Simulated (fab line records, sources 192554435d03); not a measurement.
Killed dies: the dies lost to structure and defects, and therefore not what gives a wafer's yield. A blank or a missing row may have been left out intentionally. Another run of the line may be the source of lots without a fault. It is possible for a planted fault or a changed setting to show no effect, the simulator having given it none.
Matching of chambers    flow n5 finfet    N5_BEOL_M8_DEP_56 on pecvd-03 has 3 sister chambers
The step deposits SiCN from 3MS/NH3, target thk 10 nm, time 17.5 s. 3 wafers are shown with their chamber, then 8 later ones without.

## EACH WAFER AND ITS CHAMBER
wafer   chamber  showerhead plenum p Torr (Torr)
L085.2  1        3.673
L086.4  2        3.668
L087.1  0        3.685

## WAFERS WHOSE CHAMBER IS MISSING
wafer   showerhead plenum p Torr (Torr)
L087.2  3.664
L087.5  3.679
L090.1  3.688
L090.2  3.685
L090.3  3.661
L090.4  3.701
L090.5  3.671
L090.6  3.675

## CHAMBER TAKEN BY EACH
wafer   from the rows above           in truth
L087.2  can't be placed: 2 or 1       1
L087.5  can't be placed: 1 or 0 or 2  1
L090.1  can't be placed: 0 or 1       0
L090.2  can't be placed: 0 or 1       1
L090.3  can't be placed: 2 or 1       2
L090.4  can't be placed: 0 or 1       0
L090.5  can't be placed: 1 or 2 or 0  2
L090.6  can't be placed: 1 or 2 or 0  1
0 of 8 placed correctly. Can't be placed from these rows: 8 (the true chamber is among the candidates in 8). Placed wrongly: 0.
How it was worked out, from the rows above alone: a wafer's distance from a chamber is the root of the sum, over the readings, of the square of ((its reading less the chamber's mean) divided by the reading's scatter). The wafer belongs to the nearest chamber; if the next one is less than 2 further off, it can't be placed. Each chamber's mean is taken over the wafers shown for it. The scatter: with one shown wafer a chamber, the root of the mean of the squares of how far each hidden wafer lies from its nearest shown one.
